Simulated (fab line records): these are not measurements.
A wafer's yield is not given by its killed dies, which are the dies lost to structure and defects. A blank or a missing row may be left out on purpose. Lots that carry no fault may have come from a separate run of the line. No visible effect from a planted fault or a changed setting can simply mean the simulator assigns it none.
fab line records	flow n5Finfet
record lots=15	wafers=41	lastDay=17
route steps=1938 shown HKMG_FIN@464 GATE_CUT@467
lots with no fault: from the same line, run without faults
startH: start of the lot's first displayed wafer, in hours after the record's first day	waitH: time in hours since the lot's previous step	" as in the row above	L1.1+2: one row covering several wafers at once	- either no value or no given start	* or withheld: withheld	< > ~ a bound
route shown NAME@n: NAME is a module with steps in the file, n the number in the route of the first one	usual: mean/standard deviation taken from wafers without a fault	same: alike in all rows	chamber/n: place in a boat	sites: per-site readings	_std_site: their standard deviation	_edge_site: outer sites' mean less inner sites'	radiusMm: how far each site lies from the wafer's centre	mask NAME#n: copy n	behind: tool/chamber where the wafer was last shaped	hold: reason for holding the lot/hours on hold/outcome of the hold	device: the transistor (n, p or np) that didn't switch	end of line: tests of these same wafers at the route's end	step lacking rows: just its recipe	killed: not the wafer's yield, but the dies lost to structure and defects at the first sort	map: a wafer's dies, x killed, . not, _ none there
set.NAME: the setting as run; set.NAME@STEP: as run at that earlier step	model.NAME: the simulator's own value behind a step, which no gauge read
a sample of lots followed through the steps of the route, with each step as a table and each wafer as a row
services: the hour from which a tool's chamber was out of use, counted from the record's first day as startH (under 0 if before that day), plus the number of hours and why
## steps
# step N5_HKMG_FIN_INSPECT_28
# recipe inspectInstrument=darkfield	mode=postCmp
# usual rawDefectCount=42/18
lot.wafer	tool	chamber	startH	waitH	rawDefectCount
L430.4	defectInspect-01	-	79.98	0.0	23
L430.6	"	-	"	"	22
L431.1	defectInspect-01	-	90.25	0.0	30
L431.2	"	-	"	"	25
L431.4	"	-	"	"	26
L433.2	defectInspect-01	-	97.71	0.0	36
L433.5	"	-	"	"	30
L433.6	"	-	"	"	37
L434.1	defectInspect-02	-	102.70	0.0	50
L434.4	"	-	"	"	79
L434.5	"	-	"	"	50
L435.3	defectInspect-01	-	109.62	0.0	67
L435.4	"	-	"	"	76
L435.6	"	-	"	"	47
L436.1	defectInspect-01	-	116.63	0.0	42
L436.3	"	-	"	"	28
L436.4	"	-	"	"	62
L437.2	defectInspect-02	-	122.54	0.0	33
L437.3	"	-	"	"	78
L437.5	"	-	"	"	32
L438.3	defectInspect-01	-	131.34	0.0	25
L438.4	"	-	"	"	82
L438.6	"	-	"	"	34
L439.5	defectInspect-02	-	134.08	0.0	34
L439.6	"	-	"	"	35
L441.1	defectInspect-02	-	143.44	0.0	27
L441.2	"	-	"	"	52
L441.6	"	-	"	"	42
L443.2	defectInspect-02	-	158.72	0.0	39
L443.3	"	-	"	"	49
L443.6	"	-	"	"	50
L445.2	defectInspect-01	-	172.77	0.0	26
L445.4	"	-	"	"	30
L445.6	"	-	"	"	62
L446.1	defectInspect-02	-	175.22	0.0	35
L446.3	"	-	"	"	74
L446.5	"	-	"	"	47
L447.1	defectInspect-02	-	181.76	0.0	28
L447.4	"	-	"	"	43
L451.2	defectInspect-01	-	204.49	0.0	40
L451.4	"	-	"	"	29
# step N5_GATE_CUT_ETCHBACK_30
# recipe chemistry=Cl2/Ar	target=TiN	targetDepthA=30	mode=isotropic	pressureMtorr=10	icpW=600	biasW=60	Cl2_flow_sccm=40	Ar_flow_sccm=60
# usual drypumpMotorCurrentA=5.61/0.25	oesProductAu=0.78/0.15	throttleValvePct=21.19/0.19
lot.wafer	tool	chamber	startH	waitH	drypumpMotorCurrentA	oesProductAu	rfHoursCounterH	throttleValvePct
L430.4	rieMetal-01	0	80.23	0.0	5.39	0.93	-	21.08
L430.6	"	0	"	"	5.41	0.93	-	21.09
L431.1	rieMetal-02	1	90.51	0.1	5.81	0.58	137	21.08
L431.2	"	0	"	"	5.28	0.62	114	21.19
L431.4	"	0	"	"	5.27	0.62	-	21.19
L433.2	rieMetal-01	1	97.95	0.1	5.83	0.58	149	21.54
L433.5	"	1	"	"	5.81	0.59	-	21.55
L433.6	"	0	"	"	5.39	0.92	-	21.08
L434.1	rieMetal-02	0	102.94	0.1	5.27	0.61	116	21.18
L434.4	"	1	"	"	5.78	0.58	-	21.07
L434.5	"	0	"	"	5.27	0.62	-	21.20
L435.3	rieMetal-01	0	109.92	0.0	5.38	0.91	-	21.08
L435.4	"	1	"	"	5.84	0.59	-	21.56
L435.6	"	1	"	"	5.80	0.59	-	21.55
L436.1	rieMetal-01	0	117.08	0.1	5.39	0.91	7	21.11
L436.3	"	0	"	"	5.40	0.91	-	21.10
L436.4	"	0	"	"	5.41	0.91	-	21.09
L437.2	rieMetal-01	0	123.00	0.1	5.39	0.90	-	21.12
L437.3	"	0	"	"	5.39	0.91	-	21.10
L437.5	"	0	"	"	5.39	0.90	-	21.09
L438.3	rieMetal-03	0	131.59	0.0	6.01	0.62	-	21.38
L438.4	"	1	"	"	5.50	0.76	-	20.97
L438.6	"	0	"	"	5.99	0.62	-	21.39
L439.5	rieMetal-01	1	134.34	0.0	5.82	1.02	-	21.39
L439.6	"	0	"	"	5.41	0.90	-	21.09
L441.1	rieMetal-01	1	143.69	0.1	5.81	0.98	2	21.40
L441.2	"	0	"	"	5.40	0.89	10	21.10
L441.6	"	1	"	"	5.80	0.99	-	21.40
L443.2	rieMetal-03	0	158.97	0.1	6.00	0.61	118	21.38
L443.3	"	0	"	"	5.98	0.61	-	21.39
L443.6	"	0	"	"	6.00	0.62	-	21.38
L445.2	rieMetal-01	0	173.02	0.1	5.40	0.87	12	21.10
L445.4	"	0	"	"	5.40	0.88	-	21.11
L445.6	"	0	"	"	5.41	0.88	-	21.10
L446.1	rieMetal-03	1	175.46	0.1	5.46	0.74	44	20.98
L446.3	"	0	"	"	5.96	0.62	-	21.42
L446.5	"	1	"	"	5.50	0.75	-	20.96
L447.1	rieMetal-01	1	182.00	0.1	5.88	0.95	4	21.41
L447.4	"	0	"	"	5.38	0.88	-	21.10
L451.2	rieMetal-01	1	204.77	0.1	5.81	0.94	6	21.43
L451.4	"	1	"	"	5.86	0.95	-	21.42
# step N5_GATE_CUT_EXPOSE_10
# recipe maskId=GATE_CUT	na=0.33	sourceShape=annular	sigmaInner=0.35	sigmaOuter=0.8	polarization=unpolarized	targetCdNm=20	doseMj=43.25
# usual exposureDoseMJCm2=43.21/0.056
# same sigmaInner=0.35
lot.wafer	tool	chamber	startH	waitH	mask	exposureDoseMJCm2
L430.4	euvScanner-01	0	83.57	-	GATE_CUT#0	43.22
L430.6	"	0	"	"	GATE_CUT#0	43.23
L431.1	euvScanner-01	0	93.87	-	GATE_CUT#0	43.23
L431.2	"	0	"	"	GATE_CUT#0	43.17
L431.4	"	0	"	"	GATE_CUT#0	43.22
L433.2	euvScanner-02	0	101.16	-	GATE_CUT#0	43.23
L433.5	"	0	"	"	GATE_CUT#0	43.23
L433.6	"	0	"	"	GATE_CUT#0	43.25
L434.1	euvScanner-02	0	106.14	-	GATE_CUT#0	43.23
L434.4	"	0	"	"	GATE_CUT#0	43.21
L434.5	"	0	"	"	GATE_CUT#0	43.22
L435.3	euvScanner-02	0	113.30	-	GATE_CUT#0	43.21
L435.4	"	0	"	"	GATE_CUT#0	43.23
L435.6	"	0	"	"	GATE_CUT#0	43.20
L436.1	euvScanner-02	0	120.34	-	GATE_CUT#0	43.16
L436.3	"	0	"	"	GATE_CUT#0	43.14
L436.4	"	0	"	"	GATE_CUT#0	43.16
L437.2	euvScanner-02	0	126.43	-	GATE_CUT#0	43.21
L437.3	"	0	"	"	GATE_CUT#0	43.18
L437.5	"	0	"	"	GATE_CUT#0	43.20
L438.3	euvScanner-01	0	134.92	-	GATE_CUT#0	43.23
L438.4	"	0	"	"	GATE_CUT#0	43.19
L438.6	"	0	"	"	GATE_CUT#0	43.17
L439.5	euvScanner-02	0	137.67	-	GATE_CUT#0	43.23
L439.6	"	0	"	"	GATE_CUT#0	43.21
L441.1	euvScanner-01	0	146.93	-	GATE_CUT#0	39.36
L441.2	"	0	"	"	GATE_CUT#0	39.36
L441.6	"	0	"	"	GATE_CUT#0	39.33
L443.2	euvScanner-01	0	162.92	-	GATE_CUT#0	40.14
L443.3	"	0	"	"	GATE_CUT#0	40.15
L443.6	"	0	"	"	GATE_CUT#0	40.20
L445.2	euvScanner-01	0	176.38	-	GATE_CUT#0	40.69
L445.4	"	0	"	"	GATE_CUT#0	40.72
L445.6	"	0	"	"	GATE_CUT#0	40.80
L446.1	euvScanner-02	0	179.08	-	GATE_CUT#0	43.28
L446.3	"	0	"	"	GATE_CUT#0	43.31
L446.5	"	0	"	"	GATE_CUT#0	43.30
L447.1	euvScanner-02	0	185.55	-	GATE_CUT#0	43.16
L447.4	"	0	"	"	GATE_CUT#0	43.24
L451.2	euvScanner-02	0	208.19	-	GATE_CUT#0	43.23
L451.4	"	0	"	"	GATE_CUT#0	43.28
# step N5_GATE_CUT_CD_MEAS_13
# recipe targetCdNm=20	landingEnergyEv=500	detector=seInlens
# usual cdNm=20.07/0.28
lot.wafer	tool	chamber	startH	waitH	cdNm
L430.4	cdSem-03	0	83.69	-	19.93
L430.6	"	0	"	"	19.61
L431.1	cdSem-01	0	94.00	-	20.02
L431.2	"	0	"	"	19.93
L431.4	"	0	"	"	19.53
L433.2	cdSem-01	0	101.29	-	20.55
L433.5	"	0	"	"	20.21
L433.6	"	0	"	"	20.37
L434.1	cdSem-02	0	106.27	-	19.77
L434.4	"	0	"	"	19.98
L434.5	"	0	"	"	19.87
L435.3	cdSem-01	0	113.42	-	19.84
L435.4	"	0	"	"	20.03
L435.6	"	0	"	"	20.07
L436.1	cdSem-03	0	120.48	-	20.64
L436.3	"	0	"	"	20.26
L436.4	"	0	"	"	20.00
L437.2	cdSem-01	0	126.55	-	20.43
L437.3	"	0	"	"	20.76
L437.5	"	0	"	"	20.35
L438.3	cdSem-02	0	135.05	-	20.34
L438.4	"	0	"	"	19.63
L438.6	"	0	"	"	20.10
L439.5	cdSem-03	0	137.78	-	19.93
L439.6	"	0	"	"	19.93
L441.1	cdSem-03	0	147.06	-	17.77
L441.2	"	0	"	"	17.70
L441.6	"	0	"	"	17.67
L443.2	cdSem-02	0	163.04	-	18.24
L443.3	"	0	"	"	17.95
L443.6	"	0	"	"	18.47
L445.2	cdSem-02	0	176.50	-	18.63
L445.4	"	0	"	"	18.95
L445.6	"	0	"	"	18.91
L446.1	cdSem-01	0	179.21	-	20.34
L446.3	"	0	"	"	19.79
L446.5	"	0	"	"	20.35
L447.1	cdSem-02	0	185.68	-	20.33
L447.4	"	0	"	"	19.92
L451.2	cdSem-01	0	208.31	-	19.87
L451.4	"	0	"	"	19.87
# step N5_GATE_CUT_OVL_MEAS_14
# recipe pointsPerWafer=522
# usual GATE_CUT_OVL=-0.3/0.75
lot.wafer	tool	chamber	startH	waitH	GATE_CUT_OVL[nm]
L430.4	overlay-02	0	83.73	0.0	-0.7
L430.6	"	0	"	"	-1.0
L431.1	overlay-02	0	94.03	0.0	0.9
L431.2	"	0	"	"	-0.7
L431.4	"	0	"	"	-0.5
L433.2	overlay-01	0	101.32	0.0	-0.6
L433.5	"	0	"	"	-0.5
L433.6	"	0	"	"	-1.9
L434.1	overlay-01	0	106.31	0.0	-0.7
L434.4	"	0	"	"	-1.4
L434.5	"	0	"	"	-0.9
L435.3	overlay-01	0	113.46	0.0	-0.8
L435.4	"	0	"	"	0.1
L435.6	"	0	"	"	-0.7
L436.1	overlay-01	0	120.51	0.0	-0.5
L436.3	"	0	"	"	-0.9
L436.4	"	0	"	"	-0.6
L437.2	overlay-01	0	126.59	0.0	-0.1
L437.3	"	0	"	"	0.0
L437.5	"	0	"	"	-0.3
L438.3	overlay-01	0	135.09	0.0	0.1
L438.4	"	0	"	"	-0.9
L438.6	"	0	"	"	-1.6
L439.5	overlay-02	0	137.83	0.0	-0.7
L439.6	"	0	"	"	-0.9
L441.1	overlay-02	0	147.09	0.0	1.3
L441.2	"	0	"	"	1.6
L441.6	"	0	"	"	0.3
L443.2	overlay-01	0	163.08	0.0	1.1
L443.3	"	0	"	"	-0.2
L443.6	"	0	"	"	1.4
L445.2	overlay-02	0	176.54	0.0	-0.8
L445.4	"	0	"	"	-0.7
L445.6	"	0	"	"	0.3
L446.1	overlay-01	0	179.24	0.0	-1.2
L446.3	"	0	"	"	-1.4
L446.5	"	0	"	"	-1.0
L447.1	overlay-01	0	185.71	0.0	0.2
L447.4	"	0	"	"	0.3
L451.2	overlay-02	0	208.35	0.0	0.5
L451.4	"	0	"	"	0.8
## services
tool	chamber	startH	hours	kind
euvScanner-02	-	59.68	1.0	pm
rieMetal-02	1	61.91	23.1	repair
euvScanner-01	-	95.38	14.5	repair
euvScanner-01	-	109.89	1.0	pm
rieMetal-01	1	111.38	-	clean
rieMetal-01	1	111.38	16.4	scheduledDown
rieMetal-01	1	111.38	16.4	ventCycle
euvScanner-02	-	115.83	1.0	pm
rieMetal-03	-	119.00	2.8	pm
rieMetal-02	1	127.65	-	clean
rieMetal-02	1	127.65	19.8	scheduledDown
rieMetal-02	1	127.65	19.8	ventCycle
euvScanner-01	0	132.39	-	calibration
euvScanner-02	0	132.98	-	calibration
euvScanner-01	-	151.86	1.0	pm
rieMetal-01	-	158.39	2.1	repair
euvScanner-02	-	171.98	1.0	pm
rieMetal-03	0	188.68	12.9	repair
euvScanner-01	-	206.23	0.2	repair
euvScanner-01	-	208.01	1.0	pm
## key
firstSign step=N5_GATE_CUT_EXPOSE_10	reading=exposureDoseMJCm2	direction=down	sigmas=56	usual=43.21	struck=40.08
effect step=N5_GATE_CUT_CD_MEAS_13	reading=cdNm	direction=down	sigmas=6.4	usual=20.07	struck=18.25	through=controlLoop
metAt N5_GATE_CUT_EXPOSE_10
struckLots L441,L443,L445
rowsEnd L443.2,L443.3,L443.6,L445.2,L445.4,L445.6
laterRowsLeftOut L441.1,L441.2,L441.6
sortLeftOut L441.1,L441.2,L441.6
loopTrim step=N5_GATE_CUT_EXPOSE_10	setting=dose	lots=L443,L445
notActingAt N5_HKMG_FIN_INSPECT_28,N5_GATE_CUT_ETCHBACK_30,N5_GATE_CUT_OVL_MEAS_14
onsetBetween 134.92 146.93
fault kind=processParameterDrift	tool=euvScanner-01	chamber=-	onsetH=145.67	steps=N5_GATE_CUT_EXPOSE_10	channel=doseMj	offset=-3.834	shape=step	actsIn=theseRecipesOnly	stated=43.25
# sortLeftOut: the simulated sort isn't trusted on such a fault, so these wafers' sort isn't shown, and their yield isn't known
# laterRowsLeftOut: the simulator's readings of these wafers behind a module that went badly wrong aren't trusted and aren't shown, but for the sort
# rowsEnd: these wafers met a further fault down the route, and their rows from its step on are left out
# loopTrim: a control loop set the setting to another value than it would have without faults
